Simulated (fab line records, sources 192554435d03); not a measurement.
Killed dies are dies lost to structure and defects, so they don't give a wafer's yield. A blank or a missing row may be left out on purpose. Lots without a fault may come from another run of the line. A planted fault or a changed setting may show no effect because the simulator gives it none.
Which tool did it? | flow n5_finfet | 10 lots, 30 wafers sampled, at 2 steps of a route of 1938

WHAT THE GAUGES READ, wafer by wafer
N5_BEOL_M4_THK_MEAS_53: measures by xrf.
lot  | measured     | on            | M4_THK (nm)
L283 | day 8 18:20  | film_metro-02 | 40.4 40.7 39.1
L286 | day 9 14:56  | film_metro-01 | 40.6 40.6 41.0
L289 | day 10 14:30 | film_metro-01 | 39.5 41.5 40.1
L291 | day 10 19:13 | film_metro-01 | 39.3 38.4 35.4
L290 | day 11 07:47 | film_metro-01 | 39.1 37.8 39.5
L295 | day 11 21:39 | film_metro-01 | 38.4 39.7 41.8
L298 | day 12 13:36 | film_metro-01 | 42.1 40.7 42.2
L300 | day 13 00:08 | film_metro-01 | 42.1 41.0 38.6
L302 | day 13 03:01 | film_metro-02 | 37.7 39.2 38.4
L304 | day 13 07:25 | film_metro-02 | 40.7 41.9 39.6

WHICH TOOL RAN EACH LOT (tool, then ch and the chambers of the sampled wafers, then the start)
lot  | N5_BEOL_M4_ANNEAL_89
L283 | pvd_sputter-03, day 8 16:45
L286 | pvd_sputter-03, day 9 13:20
L289 | pvd_sputter-01, day 10 12:55
L291 | pvd_sputter-03, day 10 17:15
L290 | pvd_sputter-02, day 11 06:11
L295 | pvd_sputter-03, day 11 20:04
L298 | pvd_sputter-02, day 12 12:01
L300 | pvd_sputter-02, day 12 22:29
L302 | pvd_sputter-01, day 13 01:09
L304 | pvd_sputter-01, day 13 05:49
- N5_BEOL_M4_ANNEAL_89: time 240 s.

THE ANSWER, worked out from the rows above alone
Rule: what is usual is taken from the lots themselves. Put in order of their means at a reading, lots are off if they are a third of the lots or fewer, leave a main group of 4 or more, and stand apart from it by a gap of 3 or more times the standard deviation of the main group's means; of several such gaps the widest counts. A main group whose means are all the same, to the digits that the tables above print for the reading, isn't used. A lot without any number at a reading at which 4 lots or more have one is off too. The other lots that the step has rows for count as sound.
No lot is off at any reading shown: from this, nothing can be told.

WHAT THE SIMULATOR HAD PUT IN
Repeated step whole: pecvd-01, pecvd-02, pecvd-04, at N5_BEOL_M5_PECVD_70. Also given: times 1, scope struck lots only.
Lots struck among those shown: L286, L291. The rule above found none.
